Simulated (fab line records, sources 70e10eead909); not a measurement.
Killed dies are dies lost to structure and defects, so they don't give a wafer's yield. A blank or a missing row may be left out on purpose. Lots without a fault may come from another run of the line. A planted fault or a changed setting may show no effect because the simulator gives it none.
Which tool did it? | flow nand_harc | 13 lots, 35 wafers sampled, at 5 steps of a route of 1159

WHAT THE GAUGES READ, wafer by wafer
NHARC_END_SORT_01. Usual: killed_at_array 25, standard deviation 7.8; killed_at_other 0.6, standard deviation 0.81; killed_at_periphery 3.3, standard deviation 2.2; killed_dies 29, standard deviation 8.2; killed_open 3.5, standard deviation 1.9; killed_short 1.8, standard deviation 1.3.
lot  | measured     | on        | killed_at_array | killed_at_other | killed_at_periphery | killed_dies | killed_open | killed_short | flag
L262 | day 23 16:01 | prober-02 | 24              | 0               | 95                  | 119         | 5           | 1            | OFF
L261 | day 24 09:56 | prober-02 | 36              | 1               | 94                  | 131         | 4           | 1            | OFF

WHICH TOOL RAN EACH LOT (tool, then ch and the chambers of the sampled wafers, then the start)
lot  | NHARC_P_GATE_DEGAS_109      | NHARC_P_CONTACT_DEP_30         | NHARC_P_CONTACT_ETCH_35           | NHARC_P_CONTACT_CVD_23
L250 | pvd_sputter-02, day 5 04:13 | pecvd-04 ch 0,1,2, day 5 05:19 | rie_diel-02 ch 0,3, day 5 06:56   | cvd_w-01 ch 0,1, day 5 08:58
L251 | pvd_sputter-01, day 5 19:17 | pecvd-02 ch 0,1,2, day 5 20:29 | rie_diel-06 ch 2,3, day 5 22:19   | cvd_w-01 ch 0,1, day 6 07:12
L252 | pvd_sputter-02, day 5 19:37 | pecvd-02 ch 0,2, day 5 20:58   | rie_diel-02 ch 0,1,3, day 5 22:42 | cvd_w-02 ch 0,1, day 6 07:32
L253 | pvd_sputter-01, day 6 07:56 | pecvd-02 ch 1,2, day 6 08:58   | rie_diel-04 ch 0,1,2, day 6 10:48 | cvd_w-02 ch 0,1, day 6 18:13
L255 | pvd_sputter-03, day 6 10:04 | pecvd-03 ch 0,1,2, day 6 11:17 | rie_diel-04 ch 0,1,2, day 6 13:01 | cvd_w-02 ch 0,1, day 6 22:16
L254 | pvd_sputter-01, day 6 10:39 | pecvd-04 ch 0,1,2, day 6 11:57 | rie_diel-02 ch 0,1, day 6 13:34   | cvd_w-01 ch 0,1, day 6 22:13
L256 | pvd_sputter-03, day 6 22:44 | pecvd-03 ch 1,2, day 6 23:45   | rie_diel-06 ch 0,2,3, day 7 01:34 | cvd_w-01 ch 0,1, day 7 03:31
L257 | pvd_sputter-02, day 7 06:41 | pecvd-02 ch 0,2, day 7 07:55   | rie_diel-04 ch 0,2,3, day 7 09:34 | cvd_w-01 ch 0,1, day 7 12:43
L258 | pvd_sputter-03, day 7 07:52 | pecvd-03 ch 0,1,2, day 7 09:07 | rie_diel-06 ch 0,1,2, day 7 10:55 | cvd_w-01 ch 0,1, day 7 13:26
L259 | pvd_sputter-02, day 7 18:07 | pecvd-03 ch 1,2, day 7 19:23   | rie_diel-04 ch 1,2, day 7 21:05   | cvd_w-01 ch 0,1, day 7 23:08
L262 | pvd_sputter-01, day 8 15:23 | pecvd-03 ch 0, day 8 16:35     | rie_diel-04 ch 2, day 8 18:24     | cvd_w-02 ch 0, day 8 20:29
L261 | pvd_sputter-02, day 8 15:50 | pecvd-02 ch 2, day 8 16:59     | rie_diel-02 ch 2, day 8 18:43     | cvd_w-02 ch 0, day 8 21:23
L268 | pvd_sputter-02, day 9 21:49 | pecvd-03 ch 0,1, day 9 22:55   | rie_diel-04 ch 0,2, day 10 00:34  | cvd_w-01 ch 0,1, day 10 02:30
- NHARC_P_GATE_DEGAS_109: time 60 s.
- NHARC_P_CONTACT_DEP_30: deposits SiNx, target thk 30 nm.
- NHARC_P_CONTACT_ETCH_35: etches the open film in CF4, target depth 39 nm, time 65 s.
- NHARC_P_CONTACT_CVD_23: deposits W, target thk 200 nm, time 557 s.

WHAT THE TOOLS THEMSELVES READ (means of the sampled wafers that have a number; where no wafer has one, the mark that the record gives instead)
NHARC_P_GATE_DEGAS_109. Usual: heater_power_w 476 W, standard deviation 46; susceptor_temp_C 299.99 C, standard deviation 0.19.
lot  | tool           | heater_power_w (W) | susceptor_temp_C (C) | flag
L250 | pvd_sputter-02 | 514                | 299.94               |
L251 | pvd_sputter-01 | 424                | 300.04               |
L252 | pvd_sputter-02 | 467                | 299.86               |
L253 | pvd_sputter-01 | 428                | 299.89               |
L255 | pvd_sputter-03 | 533                | 299.77               |
L254 | pvd_sputter-01 | 428                | 300.09               |
L256 | pvd_sputter-03 | 501                | 299.96               |
L257 | pvd_sputter-02 | 468                | 300.04               |
L258 | pvd_sputter-03 | 493                | 300.01               |
L259 | pvd_sputter-02 | 484                | 299.91               |
L262 | pvd_sputter-01 | 398                | 300.06               |
L261 | pvd_sputter-02 | 486                | 299.79               |
L268 | pvd_sputter-02 | 512                | 300.01               |

NHARC_P_CONTACT_DEP_30. Usual: heater_power_outer_w 393 W, standard deviation 61; heater_power_w 688 W, standard deviation 110; susceptor_temp_C 400.00 C, standard deviation 0.2.
lot  | tool     | heater_power_outer_w (W) | heater_power_w (W) | susceptor_temp_C (C) | flag
L250 | pecvd-04 | 385                      | 724                | 399.87               |
L251 | pecvd-02 | 441                      | 745                | 400.09               |
L252 | pecvd-02 | 402                      | 641                | 399.85               |
L253 | pecvd-02 | 433                      | 747                | 400.06               |
L255 | pecvd-03 | 379                      | 656                | 400.19               |
L254 | pecvd-04 | 369                      | 701                | 399.92               |
L256 | pecvd-03 | 328                      | 605                | 399.92               |
L257 | pecvd-02 | 376                      | 616                | 399.86               |
L258 | pecvd-03 | 385                      | 683                | 400.04               |
L259 | pecvd-03 | 351                      | 628                | 399.93               |
L262 | pecvd-03 | 400                      | 702                | 400.02               |
L261 | pecvd-02 | 424                      | 642                | 399.84               |
L268 | pecvd-03 | 440                      | 780                | 400.06               |

NHARC_P_CONTACT_ETCH_35. Usual: chamber_pressure_mTorr 50.00 mTorr, standard deviation 0.044; drypump_motor_current_A 5.4 A, standard deviation 0.43; oes_product_au 0.993 a.u., standard deviation 0.011; rf_vpp_V 151.7 V, standard deviation 1.1; showerhead_plenum_p_Torr 1.80 Torr, standard deviation 0.053; throttle_valve_pct 13.285 %, standard deviation 0.0085.
lot  | tool        | chamber_pressure_mTorr (mTorr) | drypump_motor_current_A (A) | oes_product_au (a.u.) | rf_vpp_V (V) | showerhead_plenum_p_Torr (Torr) | throttle_valve_pct (%) | flag
L250 | rie_diel-02 | 49.99                          | 5.8                         | 1.003                 | 151.4        | 1.76                            | 13.299                 |
L251 | rie_diel-06 | 50.01                          | 5.3                         | 0.996                 | 152.9        | 1.87                            | 13.281                 |
L252 | rie_diel-02 | 50.00                          | 5.5                         | 1.005                 | 152.1        | 1.80                            | 13.287                 |
L253 | rie_diel-04 | 50.02                          | 5.3                         | 0.989                 | 151.7        | 1.79                            | 13.287                 |
L255 | rie_diel-04 | 50.00                          | 5.3                         | 0.986                 | 151.4        | 1.79                            | 13.281                 |
L254 | rie_diel-02 | 50.02                          | 5.6                         | 1.018                 | 150.7        | 1.74                            | 13.290                 |
L256 | rie_diel-06 | 49.97                          | 5.3                         | 0.983                 | 152.5        | 1.85                            | 13.291                 |
L257 | rie_diel-04 | 50.04                          | 5.4                         | 0.991                 | 151.9        | 1.82                            | 13.283                 |
L258 | rie_diel-06 | 50.01                          | 5.6                         | 0.999                 | 152.1        | 1.81                            | 13.287                 |
L259 | rie_diel-04 | 50.01                          | 5.1                         | 0.982                 | 151.3        | 1.77                            | 13.283                 |
L262 | rie_diel-04 | 49.95                          | 4.8                         | 0.985                 | 150.3        | 1.82                            | 13.287                 |
L261 | rie_diel-02 | 49.96                          | 6.2                         | 0.988                 | 152.3        | 1.81                            | 13.282                 |
L268 | rie_diel-04 | 50.03                          | 5.6                         | 0.995                 | 152.3        | 1.81                            | 13.292                 |

NHARC_P_CONTACT_CVD_23. Usual: heater_power_outer_w 259 W, standard deviation 38; heater_power_w 472 W, standard deviation 53; susceptor_temp_C 300.02 C, standard deviation 0.21; throttle_valve_pct 7.95 %, standard deviation 0.21.
lot  | tool     | heater_power_outer_w (W) | heater_power_w (W) | susceptor_temp_C (C) | throttle_valve_pct (%) | flag
L250 | cvd_w-01 | 258                      | 464                | -                    | 8.26                   | OFF
L251 | cvd_w-01 | 244                      | 442                | 299.93               | 7.83                   |
L252 | cvd_w-02 | 248                      | 467                | 300.08               | 7.96                   |
L253 | cvd_w-02 | 252                      | 469                | 300.18               | 7.86                   |
L255 | cvd_w-02 | 247                      | 462                | 299.93               | 7.97                   |
L254 | cvd_w-01 | 265                      | 476                | 300.17               | 7.95                   |
L256 | cvd_w-01 | 267                      | 474                | -                    | 8.13                   | OFF
L257 | cvd_w-01 | 246                      | 443                | 299.96               | 8.03                   |
L258 | cvd_w-01 | 240                      | 455                | 300.08               | 7.81                   |
L259 | cvd_w-01 | 244                      | 450                | 300.07               | 7.95                   |
L262 | cvd_w-02 | 213                      | 424                | 299.93               | 8.04                   |
L261 | cvd_w-02 | 217                      | 420                | 300.07               | 7.90                   |
L268 | cvd_w-01 | 246                      | 448                | 300.09               | 7.90                   |

THE ANSWER, worked out from the rows above alone
Rule: a lot is off if the mean of its wafers that have a number lies more than 3 standard deviations from the usual mean. A lot without any number at a reading at which 4 lots or more have one is off too. The other lots that the step has rows for count as sound. The gauges are gone through in route order, then the tools' own readings, and for those a lot's mean is taken as printed above. The first step at which some lot is off is used, and at that step the reading that is off furthest; a lot without a number counts as furthest.
Off: L262, L261, at NHARC_END_SORT_01 (killed_at_periphery). Neither off nor sound, because the step has no rows for them: L250, L251, L252, L253, L255, L254, L256, L257, L258, L259, L268.
A tool fits if, at a process step before that reading, it ran every lot that is off, and no sound lot after the first of them. The gauges at NHARC_END_SORT_01 are tried like those tools. Can't be told from this: 2 tools fit, cvd_w-02 at NHARC_P_CONTACT_CVD_23, prober-02 at NHARC_END_SORT_01.

WHAT THE SIMULATOR HAD PUT IN
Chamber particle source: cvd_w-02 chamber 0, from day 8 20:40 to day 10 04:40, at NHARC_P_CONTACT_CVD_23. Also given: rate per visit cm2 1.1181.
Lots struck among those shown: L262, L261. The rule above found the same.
